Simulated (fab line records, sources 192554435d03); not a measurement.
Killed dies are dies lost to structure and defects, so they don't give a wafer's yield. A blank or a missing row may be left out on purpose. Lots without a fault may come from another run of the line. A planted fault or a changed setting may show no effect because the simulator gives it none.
Chamber matching | flow n5_finfet | N5_FIN_SAQP_ALD_61 on ald_sin-04: 4 sister chambers
The step deposits SiO2, target thk 4 nm, pulse time 1 s, purge time 2 s. 8 wafers are shown with their chamber, then 7 later ones without.

WAFERS WITH THEIR CHAMBER
wafer  | chamber | heater_power_w (W) | precursor_pulse_height_rel
L078.5 | 2       | 440                | 0.991
L081.5 | 3       | 565                | 0.986
L081.6 | 2       | 443                | 1.002
L084.1 | 0       | 401                | 1.026
L084.3 | 3       | 559                | 1.018
L084.4 | 1       | 446                | 1.027
L089.1 | 0       | 449                | 1.000
L089.3 | 1       | 417                | 0.984

WAFERS WITHOUT THEIR CHAMBER
wafer  | heater_power_w (W) | precursor_pulse_height_rel
L089.6 | 427                | 1.026
L092.2 | 444                | 0.992
L092.3 | 533                | 1.004
L092.5 | 418                | 1.019
L094.2 | 422                | 0.991
L094.5 | 421                | 1.003
L094.6 | 414                | 1.021

WHICH CHAMBER EACH WENT THROUGH
wafer  | from the rows above          | in truth
L089.6 | can't be placed: 0 or 1 or 2 | 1
L092.2 | can't be placed: 2 or 1 or 0 | 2
L092.3 | 3                            | 3
L092.5 | can't be placed: 0 or 1 or 2 | 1
L094.2 | can't be placed: 1 or 2 or 0 | 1
L094.5 | can't be placed: 0 or 1 or 2 | 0
L094.6 | can't be placed: 0 or 1 or 2 | 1
Placed correctly: 1 of 7. Can't be placed from these rows: 6 (the true chamber is among the candidates in 6). Placed wrongly: 0.
How it was worked out, from the rows above alone: a wafer's distance from a chamber is the root of the sum, over the readings, of the square of ((its reading less the chamber's mean) divided by the reading's scatter). The wafer belongs to the nearest chamber; if the next one is less than 2 further off, it can't be placed. A chamber's mean is the mean of its shown wafers. The scatter: the root of (the sum of the squares of (reading less its chamber's mean) over the shown wafers, divided by (wafers less chambers)).
